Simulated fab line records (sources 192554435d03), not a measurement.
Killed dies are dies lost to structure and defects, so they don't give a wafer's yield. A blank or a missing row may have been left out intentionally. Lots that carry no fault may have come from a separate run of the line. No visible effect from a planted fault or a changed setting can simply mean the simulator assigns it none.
The tool behind it: which one? | flow n5Finfet | 30 wafers from 10 lots sampled at 5 of the route's 1938 steps

WHAT EACH GAUGE READ, for each wafer
N5_HKMG_FIN_OVL_MEAS_50.
lot  | measured    | on         | NDIPOLE_OVL (nm)
L993 | day 4 10:11 | overlay-01 | 0.5 -0.1 -0.7
L995 | day 5 14:47 | overlay-02 | 0.4 -0.3 -0.4
L997 | day 5 17:39 | overlay-02 | -0.5 -1.3 -0.5
L999 | day 5 22:08 | overlay-01 | -0.7 -0.2 0.1
L102 | day 6 14:48 | overlay-02 | -0.3 -0.9 -0.9
L103 | day 7 07:01 | overlay-02 | 0.6 0.3 0.4
L106 | day 7 18:16 | overlay-01 | -0.3 -1.4 -0.2
L110 | day 8 19:13 | overlay-02 | -0.2 0.3 -0.9
L111 | day 9 01:39 | overlay-02 | 0.1 0.1 1.6
L112 | day 9 06:00 | overlay-01 | 0.2 0.0 1.3

N5_HKMG_FIN_INSPECT_61: inspects for defects (macro).
lot  | measured    | on               | rawDefectCount
L993 | day 4 10:13 | defectInspect-02 | 1 0 1
L995 | day 5 14:49 | defectInspect-01 | 4 2 1
L997 | day 5 17:41 | defectInspect-01 | 3 4 3
L999 | day 5 22:10 | defectInspect-01 | 2 1 3
L102 | day 6 14:49 | defectInspect-01 | 2 0 0
L103 | day 7 07:02 | defectInspect-02 | 2 2 3
L106 | day 7 18:17 | defectInspect-01 | 2 2 3
L110 | day 8 19:14 | defectInspect-02 | 0 2 0
L111 | day 9 01:41 | defectInspect-02 | 2 2 1
L112 | day 9 06:02 | defectInspect-02 | 0 2 3

N5_BEOL_M4_RC_MEAS_101.
lot  | measured     | on        | DIBL_N (mV/V)  | DIBL_P (mV/V)  | IOFF_N (nA/um)    | IOFF_P (nA/um)    | ION_N (uA/um) | ION_P (uA/um) | SS_N (mV/dec)  | SS_P (mV/dec)  | VT_N (mV)         | VT_P (mV)
L993 | day 7 20:34  | prober-02 | 35.9 35.5 35.7 | 36.3 36.4 36.2 | 0.161 0.155 0.155 | 0.233 0.227 0.229 | 680 690 681   | 471 476 472   | 71.5 70.4 70.8 | 73.6 72.9 73.7 | 247.7 246.8 246.7 | -247 -247 -248
L995 | day 9 07:53  | prober-02 | 35.7 37.4 37.0 | 36.0 38.4 37.4 | 0.144 0.182 0.166 | 0.215 0.245 0.222 | 671 678 666   | 463 469 464   | 71.6 70.9 71.0 | 73.4 74.0 73.7 | 251.6 246.6 249.5 | -249 -247 -248
L997 | day 10 00:17 | prober-02 | 35.7 34.8 33.7 | 36.7 35.9 34.1 | 0.176 0.147 0.128 | 0.239 0.219 0.190 | 682 680 681   | 470 474 467   | 71.8 70.9 70.7 | 72.9 74.0 73.0 | 251.2 250.3 250.1 | -250 -252 -250
L999 | day 10 17:23 | prober-02 | 35.4 36.1 35.5 | 35.1 35.5 35.5 | 0.155 0.165 0.158 | 0.235 0.245 0.257 | 679 683 671   | 473 477 474   | 71.8 71.8 71.6 | 73.3 73.4 73.4 | 247.3 248.0 248.7 | -246 -244 -244
L102 | day 11 13:34 | prober-01 | 35.5 37.7 35.9 | 35.8 37.8 35.3 | 0.165 0.204 0.152 | 0.222 0.267 0.218 | 687 678 678   | 467 470 469   | 71.0 71.8 71.9 | 73.1 73.8 73.3 | 245.4 246.3 252.4 | -249 -248 -250
L103 | day 11 21:41 | prober-01 | 35.9 34.9 37.9 | 36.1 34.8 38.3 | 0.138 0.127 0.181 | 0.197 0.173 0.234 | 662 664 681   | 462 461 466   | 71.7 71.5 72.2 | 73.6 72.1 73.4 | 251.8 252.5 248.7 | -250 -252 -250
L106 | day 12 01:39 | prober-01 | 37.0 36.3 36.7 | 37.8 37.1 37.1 | 0.187 0.175 0.172 | 0.269 0.266 0.257 | 680 696 686   | 469 479 478   | 71.5 71.9 71.8 | 74.1 73.7 73.1 | 245.6 247.8 245.8 | -244 -247 -246

EACH LOT AND THE TOOL THAT RAN IT (in order: tool; ch and the chambers of the sampled wafers; start)
lot  | N5_HKMG_FIN_ETCH_54              | N5_HKMG_FIN_STRIP_93
L993 | rieDiel-01 ch 0,2,3, day 4 10:28 | rieDiel-01 ch 0,2,3, day 4 11:09
L995 | rieDiel-02 ch 0,1,2, day 5 14:53 | rieDiel-02 ch 0,1,2, day 5 15:35
L997 | rieDiel-01 ch 1,2,3, day 5 17:57 | rieDiel-01 ch 1,2,3, day 5 18:38
L999 | rieDiel-01 ch 0,1,2, day 5 22:15 | rieDiel-01 ch 0,1,2, day 5 22:57
L102 | rieDiel-02 ch 0,1,2, day 6 14:53 | rieDiel-02 ch 0,1,2, day 6 15:35
L103 | rieDiel-02 ch 0,1, day 7 07:06   | rieDiel-02 ch 0,1, day 7 07:47
L106 | rieDiel-04 ch 0,1,3, day 7 18:23 | rieDiel-04 ch 0,1,3, day 7 19:04
L110 | rieDiel-01 ch 1,3, day 8 19:19   | rieDiel-01 ch 1,3, day 8 20:01
L111 | rieDiel-01 ch 0,1,3, day 9 01:45 | rieDiel-01 ch 0,1,3, day 9 02:26
L112 | rieDiel-04 ch 0,2,3, day 9 06:06 | rieDiel-04 ch 0,2,3, day 9 06:47
- N5_HKMG_FIN_ETCH_54: etches SiARC in CF4, target depth 45.5 nm, time 75.8 s.
- N5_HKMG_FIN_STRIP_93: strips SOC in N2/H2, time 20 s.

WHAT THE TOOLS THEMSELVES READ (means of the sampled wafers that have a number; where no wafer has one, the mark that the record gives instead)
N5_HKMG_FIN_ETCH_54.
lot  | tool       | biasW (W) | cf4FlowSccm (sccm) | drypumpMotorCurrentA (A) | etchRfOnTimeS (s) | oesProductAu (a.u.) | rfVppV (V) | showerheadPlenumPTorr (Torr) | throttleValvePct (%)
L993 | rieDiel-01 | 35.94     | 99.91              | 5.7                      | 74.5              | 0.80                | 184.9      | 2.21                         | 15.30
L995 | rieDiel-02 | 35.97     | 100.01             | 5.3                      | 75.6              | 0.66                | 184.9      | 2.17                         | 15.75
L997 | rieDiel-01 | 35.99     | 99.88              | 5.9                      | 74.9              | 0.73                | 184.9      | 2.19                         | 15.43
L999 | rieDiel-01 | 35.96     | 100.08             | 5.8                      | 74.9              | 0.72                | 185.6      | 2.25                         | 15.43
L102 | rieDiel-02 | 36.00     | 100.19             | 5.3                      | 75.5              | 0.65                | 184.5      | 2.16                         | 15.75
L103 | rieDiel-02 | 35.95     | 99.99              | 5.0                      | 75.2              | 0.68                | 184.8      | 2.17                         | 15.85
L106 | rieDiel-04 | 35.93     | 100.03             | 5.6                      | 75.4              | 0.70                | 184.4      | 2.13                         | 15.61
L110 | rieDiel-01 | -         | -                  | -                        | -                 | -                   | -          | -                            | -
L111 | rieDiel-01 | -         | -                  | -                        | -                 | -                   | -          | -                            | -
L112 | rieDiel-04 | -         | -                  | -                        | -                 | -                   | -          | -                            | -

N5_HKMG_FIN_STRIP_93.
lot  | tool       | drypumpMotorCurrentA (A) | oesProductAu (a.u.) | rfVppV (V) | showerheadPlenumPTorr (Torr) | throttleValvePct (%)
L993 | rieDiel-01 | 5.7                      | 0.95                | 54.2       | 3.47                         | 18.6
L995 | rieDiel-02 | 5.3                      | 0.77                | 55.3       | 3.41                         | 19.1
L997 | rieDiel-01 | 5.9                      | 0.85                | 53.8       | 3.44                         | 18.8
L999 | rieDiel-01 | 5.8                      | 0.84                | 54.6       | 3.52                         | 18.8
L102 | rieDiel-02 | 5.3                      | 0.77                | 54.2       | 3.40                         | 19.1
L103 | rieDiel-02 | 5.0                      | 0.80                | 54.4       | 3.42                         | 19.3
L106 | rieDiel-04 | 5.6                      | 0.83                | 54.8       | 3.34                         | 19.0
L110 | rieDiel-01 | 5.8                      | 0.82                | 53.7       | 3.34                         | 18.9
L111 | rieDiel-01 | 5.6                      | 0.81                | 54.5       | 3.42                         | 18.9
L112 | rieDiel-04 | 5.6                      | 0.80                | 53.7       | 3.37                         | 18.9

THE ANSWER, worked out from the rows above alone
Rule: what is usual is taken from the lots themselves. Put in order of their means at a reading, lots are off if they are a third of the lots or fewer, leave a main group of 4 or more, and stand apart from it by a gap of 3 or more times the standard deviation of the main group's means; of several such gaps the widest counts. The tables above print the reading to a certain number of digits; a main group whose means all agree to those digits is not used. Also off: a lot with no number at a reading for which 4 or more lots have one. The other lots that the step has rows for count as sound. The gauges are gone through in route order, then the tools' own readings, and for those a lot's mean is taken as printed above. The first step at which some lot is off is used, and at that step the reading that is off furthest; a lot without a number counts as furthest.
Off: L110, L111, L112 (N5_HKMG_FIN_ETCH_54, biasW). Without a number there: L110, L111, L112. For the main group the mean is 35.96 W and the standard deviation 0.024.
A tool fits if, at that step or a process step before it, it ran every lot that is off, and no sound lot after the first of them. None of those tried fits.

WHAT THE SIMULATOR HAD INSERTED
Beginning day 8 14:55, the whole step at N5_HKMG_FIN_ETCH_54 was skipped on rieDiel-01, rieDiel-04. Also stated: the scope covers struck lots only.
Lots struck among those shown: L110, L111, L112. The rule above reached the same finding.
